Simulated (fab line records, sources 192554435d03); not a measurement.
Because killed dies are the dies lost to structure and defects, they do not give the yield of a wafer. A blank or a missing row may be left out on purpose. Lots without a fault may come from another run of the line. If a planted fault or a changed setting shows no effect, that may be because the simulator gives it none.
fab line records | flow n5-finfet
record lots=12 wafers=36 last-day=19
route steps=1938 shown BEOL_M15@1819 PASS1_DEP@1831 MIM_BOT_ETCH@1871 TV_LITHO@1885 PAD_METAL@1893 PASSIVATION@1936
lots untouched by any fault: they come from a run of this same line in which no faults occurred
start-h: hours from the record's opening day to when the first of the lot's shown wafers began | wait-h: how many hours have passed since the lot's step before this one | " the same as in the row above | L1.1+2: several wafers, shown together as one row | - no value, or no start given | * or withheld: withheld | < > ~ a bound
route shown NAME@n: names a module that has steps shown in the file, with the first one's number in the route | usual: mean/standard deviation of fault-free wafers | same: alike in all rows | chamber/n: place in a boat | sites: the reading at each site | _std_site: how widely they spread, as a standard deviation | _edge_site: mean of outer sites minus mean of inner sites | radius-mm: for every site, how far away it sits from the centre of the wafer | mask NAME#n: copy n | behind: tool/chamber where the wafer was last shaped | hold: the reason the lot was held/the length of the hold in hours/how it ended | device: the n, p or np transistor that did not switch | end of line: the same wafers' tests at the end of the route | where a step has no rows: the recipe by itself | killed: the dies lost at the first sort to structure and to defects; this is not the yield of the wafer | map: dies across one wafer; x = killed, . = not, _ = none there
set.NAME: the setting that was run; set.NAME@STEP: the one run at that earlier step | model.NAME: the simulator's own value behind a step, which no gauge read
the route's steps for a sample of lots (tables are steps, rows are wafers)
services: the hour from which a tool's chamber was out of use, counted from the record's first day as start-h (under 0 if before that day), plus the number of hours and why
## steps
# step N5_BEOL_M15_SPUTTER_43
# recipe material=TaN target-thk-a=150 temp-c=50 bias-v=168.6 power-w=15000 chamber-pressure-pa=0.12 time-s=24.19
# usual throttle-valve-pct=29.5/0.95
# columns lot.wafer tool chamber start-h wait-h throttle-valve-pct
L818.2 pvd-sputter-02 - 248.58 0.0 27.9
L818.3 " - " " 30.0
L818.5 " - " " 30.2
L819.3 pvd-sputter-02 - 262.10 0.0 27.7
L819.5 " - " " 28.6
L819.6 " - " " 29.9
L821.2 pvd-sputter-03 - 279.30 0.0 29.9
L821.4 " - " " 29.3
L821.5 " - " " 29.9
L822.1 pvd-sputter-02 - 289.26 0.0 29.9
L822.3 " - " " 27.9
L822.5 " - " " 27.9
L825.1 pvd-sputter-02 - 313.21 0.0 28.9
L825.2 " - " " 27.8
L825.5 " - " " 30.0
L826.1 pvd-sputter-01 - 317.45 0.0 30.1
L826.3 " - " " 29.7
L826.4 " - " " 28.5
L834.1 pvd-sputter-01 - 354.67 0.0 30.1
L834.2 " - " " 30.0
L834.4 " - " " 28.6
L835.1 pvd-sputter-02 - 369.53 0.0 29.7
L835.2 " - " " 29.8
L835.4 " - " " 28.0
L837.1 pvd-sputter-03 - 384.80 0.0 31.6
L837.3 " - " " 29.8
L837.6 " - " " 29.6
L839.1 pvd-sputter-02 - 384.82 0.0 27.9
L839.2 " - " " 28.7
L839.5 " - " " 29.9
L840.1 pvd-sputter-01 - 412.86 0.0 29.9
L840.5 " - " " 29.4
L840.6 " - " " 30.3
L841.2 pvd-sputter-02 - 421.34 0.0 30.1
L841.5 " - " " 28.4
L841.6 " - " " 29.9
# step N5_PASSIVATION_PECVD_00
# recipe material=SiO2 target-thk-a=2000 temp-c=400 precursor=SiH4/N2O pressure-torr=2.7 rf-w=608 time-s=11.2
# usual heater-power-outer-w=373/52 heater-power-w=611/67 showerhead-plenum-p-Torr=8.08/0.17 throttle-valve-pct=52/4.1
# columns lot.wafer tool chamber start-h wait-h heater-power-outer-w heater-power-w showerhead-plenum-p-Torr throttle-valve-pct
L818.2 pecvd-04 2 250.84 0.7 289 514 8.29 48
L818.3 " 0 " " 331 532 8.20 57
L818.5 " 2 " " 303 515 8.28 47
L819.3 pecvd-04 1 264.52 0.5 354 578 7.97 49
L819.5 " 0 " " 340 534 8.23 57
L819.6 " 1 " " 363 610 7.98 49
L821.2 pecvd-04 1 281.55 0.7 327 553 7.95 49
L821.4 " 1 " " 340 575 7.95 49
L821.5 " 2 " " 313 543 8.29 48
L822.1 pecvd-01 0 302.23 0.8 431 670 7.94 59
L822.3 " 2 " " 276 514 7.93 50
L822.5 " 2 " " 278 514 7.93 51
L825.1 pecvd-03 1 315.59 0.8 359 604 8.20 53
L825.2 " 2 " " 439 665 8.33 46
L825.5 " 0 " " 371 635 7.79 51
L826.1 pecvd-01 1 319.70 0.8 384 618 8.11 57
L826.3 " 2 " " 253 477 7.93 51
L826.4 " 0 " " 468 718 7.94 59
L834.1 pecvd-04 1 357.42 0.8 357 594 7.95 50
L834.2 " 2 " " 375 629 8.32 48
L834.4 " 2 " " 389 662 8.29 48
L835.1 pecvd-01 1 372.13 0.8 340 556 8.12 56
L835.2 " 0 " " 435 689 7.92 59
L835.4 " 1 " " 351 572 8.10 57
L837.1 pecvd-04 0 387.09 0.8 381 595 8.21 57
L837.3 " 2 " " 369 608 8.30 48
L837.6 " 1 " " 397 647 7.98 50
L839.1 pecvd-01 1 387.36 0.8 380 613 8.12 57
L839.2 " 0 " " 415 638 7.96 59
L839.5 " 0 " " 436 661 7.96 59
L840.1 pecvd-01 2 415.17 0.8 325 553 7.92 51
L840.5 " 2 " " 229 434 7.91 51
L840.6 " 0 " " 365 580 7.94 59
L841.2 pecvd-04 1 423.78 0.7 391 620 7.95 50
L841.5 " 1 " " 390 629 7.94 50
L841.6 " 0 " " 309 490 8.23 57
# step N5_MIM_BOT_ETCH_CLEAN_05
# recipe chemistry=IPA time-s=180 temp-c=25
# columns lot.wafer tool chamber start-h wait-h
L818.2+3+5 wet-bench-03 5,6,7 255.99 0.0
L819.3+5+6 wet-bench-05 3,5,6 273.39 0.0
L821.2+4+5 wet-bench-04 5,4,2 286.71 0.0
L822.1+3+5 wet-bench-03 7,6,2 308.71 0.0
L825.1+2+5 wet-bench-03 6,3,0 319.30 0.0
L826.1+3+4 wet-bench-03 6,2,3 324.32 0.0
L834.1+2+4 wet-bench-05 3,6,2 361.75 0.0
L835.1+2+4 wet-bench-05 1,6,7 377.60 0.0
L837.1+3+6 wet-bench-04 4,6,5 391.03 0.0
L839.1+2+5 wet-bench-05 6,2,7 391.54 0.0
L840.1+5+6 wet-bench-05 5,7,2 418.56 0.0
L841.2+5+6 wet-bench-04 4,3,5 433.37 0.0
# step N5_PASSIVATION_INSPECT_61
# recipe mode=adi inspect-instrument=macro
# usual raw-defect-count=2.1/1.6
# columns lot.wafer tool chamber start-h wait-h raw-defect-count
L818.2 defect-inspect-02 - 256.62 0.0 4
L818.3 " - " " 1
L818.5 " - " " 4
L819.3 defect-inspect-01 - 277.94 0.0 5
L819.5 " - " " 3
L819.6 " - " " 4
L821.2 defect-inspect-01 - 289.79 0.0 1
L821.4 " - " " 2
L821.5 " - " " 1
L822.1 defect-inspect-02 - 309.45 0.0 >300
L822.3 " - " " >300
L822.5 " - " " >300
L825.1 defect-inspect-01 - 320.02 0.0 >300
L825.2 " - " " >300
L825.5 " - " " >300
L826.1 defect-inspect-01 - 325.93 0.0 >300
L826.3 " - " " >300
L826.4 " - " " >300
L834.1 defect-inspect-02 - 362.95 0.0 3
L834.2 " - " " 3
L834.4 " - " " 1
L835.1 defect-inspect-01 - 382.70 0.0 2
L835.2 " - " " 6
L835.4 " - " " 2
L837.1 defect-inspect-02 - 393.95 0.0 4
L837.3 " - " " 5
L837.6 " - " " 3
L839.1 defect-inspect-01 - 397.28 0.0 2
L839.2 " - " " 1
L839.5 " - " " 1
L840.1 defect-inspect-01 - 419.79 0.0 0
L840.5 " - " " 1
L840.6 " - " " 1
L841.2 defect-inspect-02 - 437.83 0.0 0
L841.5 " - " " 3
L841.6 " - " " 0
# step N5_PASSIVATION_DEGAS_18
# recipe ambient=vacuum temp-c=300 time-s=60
# usual heater-power-w=470/47
# columns lot.wafer tool chamber start-h wait-h heater-power-w
L818.2 pvd-sputter-01 - 258.75 1.5 396
L818.3 " - " " 532
L818.5 " - " " 515
L819.3 pvd-sputter-02 - 279.08 0.6 448
L819.5 " - " " 421
L819.6 " - " " 479
L821.2 pvd-sputter-03 - 292.84 2.3 550
L821.4 " - " " 383
L821.5 " - " " 548
L822.1 pvd-sputter-01 - 310.24 0.1 391
L822.3 " - " " 514
L822.5 " - " " 424
L825.1 pvd-sputter-02 - 321.52 0.9 495
L825.2 " - " " 429
L825.5 " - " " 434
L826.1 pvd-sputter-03 - 326.85 0.3 384
L826.3 " - " " 530
L826.4 " - " " 502
L834.1 pvd-sputter-02 - 364.07 0.3 495
L834.2 " - " " 478
L834.4 " - " " 429
L835.1 pvd-sputter-02 - 383.86 0.6 492
L835.2 " - " " 481
L835.4 " - " " 439
L837.1 pvd-sputter-01 - 394.56 0.0 438
L837.3 " - " " 535
L837.6 " - " " 428
L839.1 pvd-sputter-02 - 398.60 0.1 486
L839.2 " - " " 495
L839.5 " - " " 480
L840.1 pvd-sputter-02 - 420.80 0.3 476
L840.5 " - " " 486
L840.6 " - " " 433
L841.2 pvd-sputter-01 - 441.31 2.5 532
L841.5 " - " " 534
L841.6 " - " " 428
# step N5_PASSIVATION_PROBE_49
# usual defect-limited-yield=90.9/1.3 killed_at_M0_to_M3=35/10 killed_at_M4_up=15/5.7 killed-at-contacts=14/6.4 killed-at-front-end=40/11 killed-at-other=4/3.1 killed-dies=108/16 killed-on-rim=14/3.6 killed-open=71/11 killed-short=34/7.7 sort_bin_5_function=5.4/0.9 sort_bin_6_memory=3.4/0.61 sort-n-pass=1072/16 sort-yield-pct=90.9/1.3
# same gross-dies=1180 killed-at-back-side=0 sort_bin_4_leakage[%]=0 sort_bin_8_speed[%]=0
# columns lot.wafer tool chamber start-h wait-h defect-limited-yield[%] killed_at_M0_to_M3 killed_at_M4_up killed-at-contacts killed-at-front-end killed-at-other killed-dies killed-on-rim killed-open killed-short sort_bin_5_function[%] sort_bin_6_memory[%] sort-n-pass sort-yield-pct[%]
L822.1 prober-02 - 315.94 0.0 83.1 42 19 12 41 85 199 35 81 34 9.7 5.3 981 83.1
L822.3 prober-02 - 316.04 0.1 82.2 26 9 8 31 136 210 13 47 31 11.8 4.1 970 82.2
L822.5 prober-02 - 316.14 0.2 85.8 33 14 7 38 75 167 30 70 25 9.2 3.6 1013 85.8
L825.1 prober-01 - 327.26 0.0 79.3 54 15 3 38 134 244 16 74 36 12.5 5.2 936 79.3
L825.2 prober-01 - 327.31 0.1 86.4 37 10 8 46 59 160 34 65 33 9.1 2.7 1020 86.4
L825.5 prober-01 - 327.46 0.2 80.8 45 15 11 26 129 226 15 64 33 11.7 4.2 954 80.8
L826.1 prober-01 - 332.64 0.0 81.8 25 14 4 43 129 215 18 66 18 11.7 3.5 965 81.8
L826.3 prober-01 - 332.74 0.1 84.2 20 11 10 65 80 186 26 66 41 8.9 4.3 994 84.2
L826.4 prober-01 - 332.79 0.2 86.7 31 11 10 33 72 157 30 57 35 7.8 3.9 1023 86.7
# killed by level:class
L822.1 MIM_BOT_ETCH:unspecified=82 BEOL_M0_SAQP:geometric-particle:short=13 FIN_SAQP:geometric-particle:open=12 BEOL_M0_SAQP:geometric-particle:open=12 MOL_CONTACT_COAG:geometric-particle:open=10 FIN_SAQP:geometric-particle:short=8 STI_FIN_REVEAL:geometric-particle:open=8 BEOL_M4:geometric-particle:open=8
L822.3 MIM_BOT_ETCH:unspecified=132 BEOL_M0_SAQP:geometric-particle:short=9 MOL_CONTACT_COAG:geometric-particle:open=7 BEOL_M0_SAQP:geometric-particle:open=7 FIN_SAQP:geometric-particle:open=5 STI_FIN_REVEAL:geometric-particle:open=5 STARTING-WAFER:geometric-particle:short=5 FIN_SAQP:geometric-particle:short=4
L822.5 MIM_BOT_ETCH:unspecified=71 BEOL_M0_SAQP:geometric-particle:open=14 FIN_SAQP:geometric-particle:open=11 BEOL_M1:geometric-particle:open=9 BEOL_M0_SAQP:geometric-particle:short=8 MOL_CONTACT_COAG:geometric-particle:open=7 FIN_SAQP:geometric-particle:short=5 STI_FIN_REVEAL:geometric-particle:open=5
L825.1 MIM_BOT_ETCH:unspecified=134 BEOL_M0_SAQP:geometric-particle:open=14 BEOL_M0_SAQP:geometric-particle:short=14 BEOL_M2:geometric-particle:open=11 BEOL_M3:geometric-particle:open=8 BEOL_M4:geometric-particle:open=7 GATE_CUT:geometric-particle:open=6 GATE_CUT:geometric-particle:short=6
L825.2 MIM_BOT_ETCH:unspecified=57 BEOL_M0_SAQP:geometric-particle:short=13 DUMMY_GATE:geometric-particle:open=9 BEOL_M4:geometric-particle:open=9 STI_FIN_REVEAL:geometric-particle:open=8 BEOL_M0_SAQP:geometric-particle:open=8 MOL_CONTACT_COAG:geometric-particle:open=7 BEOL_M3:geometric-particle:open=6
L825.5 MIM_BOT_ETCH:unspecified=128 BEOL_M0_SAQP:geometric-particle:short=11 BEOL_M2:geometric-particle:open=10 BEOL_M4:geometric-particle:open=8 BEOL_M0_SAQP:geometric-particle:open=8 MOL_CONTACT_COAG:geometric-particle:short=6 MOL_CONTACT_COAG:geometric-particle:open=5 BEOL_M1:geometric-particle:open=5
L826.1 MIM_BOT_ETCH:unspecified=127 FIN_SAQP:geometric-particle:open=14 BEOL_M1:geometric-particle:open=9 STI_FIN_REVEAL:geometric-particle:open=6 BEOL_M3:geometric-particle:open=6 BEOL_M4:geometric-particle:open=6 GATE_CUT:geometric-particle:short=5 BEOL_M5:geometric-particle:open=4
L826.3 MIM_BOT_ETCH:unspecified=78 FIN_SAQP:geometric-particle:open=22 FIN_SAQP:geometric-particle:short=14 STI_FIN_REVEAL:geometric-particle:open=6 MOL_CONTACT_COAG:geometric-particle:short=6 BEOL_M0_SAQP:geometric-particle:open=5 BEOL_M4:geometric-particle:open=5 SPACER0:geometric-particle:short=4
L826.4 MIM_BOT_ETCH:unspecified=64 MOL_CONTACT_COAG:geometric-particle:open=10 BEOL_M0_SAQP:geometric-particle:short=9 BEOL_M0_SAQP:geometric-particle:open=8 BEOL_M2:geometric-particle:open=7 FIN_SAQP:geometric-particle:short=6 BEOL_M5:geometric-particle:open=6 FIN_SAQP:geometric-particle:open=5
## services
# columns tool chamber start-h hours kind
pecvd-04 - 247.94 0.7 repair
pecvd-01 0 295.95 2.1 scheduled-down
pecvd-01 - 312.06 6.0 pm
pecvd-04 0 355.61 2.1 scheduled-down
pecvd-01 2 385.56 16.5 scheduled-down
pecvd-04 0 390.90 5.5 scheduled-down
pvd-sputter-02 - 391.44 2.1 repair
pecvd-03 0 401.21 5.5 scheduled-down
pecvd-01 2 402.06 5.5 scheduled-down
pecvd-04 2 404.90 20.1 repair
wet-bench-04 - 408.63 4.4 pm
pecvd-01 1 411.20 8.4 repair
pecvd-04 - 427.58 2.8 pm
pvd-sputter-01 - 433.75 3.8 repair
## key
first-sign step=N5_PASSIVATION_INSPECT_61 reading=raw-defect-count direction=up sigmas=99+ usual=2.1 struck=>300
effect step=N5_PASSIVATION_PROBE_49 reading=killed-at-other direction=up sigmas=31 usual=4 struck=100
more-kills-born-at N5_MIM_BOT_ETCH_CLEAN_05@wet-bench-03=873
met-at N5_MIM_BOT_ETCH_CLEAN_05
struck-lots L822,L825,L826
not-acting-at N5_BEOL_M15_SPUTTER_43,N5_PASSIVATION_PECVD_00,N5_PASSIVATION_DEGAS_18
onset-between 255.99 308.71
fault kind=chamber-particle-source tool=wet-bench-03 chamber=- onset-h=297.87 steps=N5_MIM_BOT_ETCH_CLEAN_05 rate-per-visit-cm2=1.0158 end-h=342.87
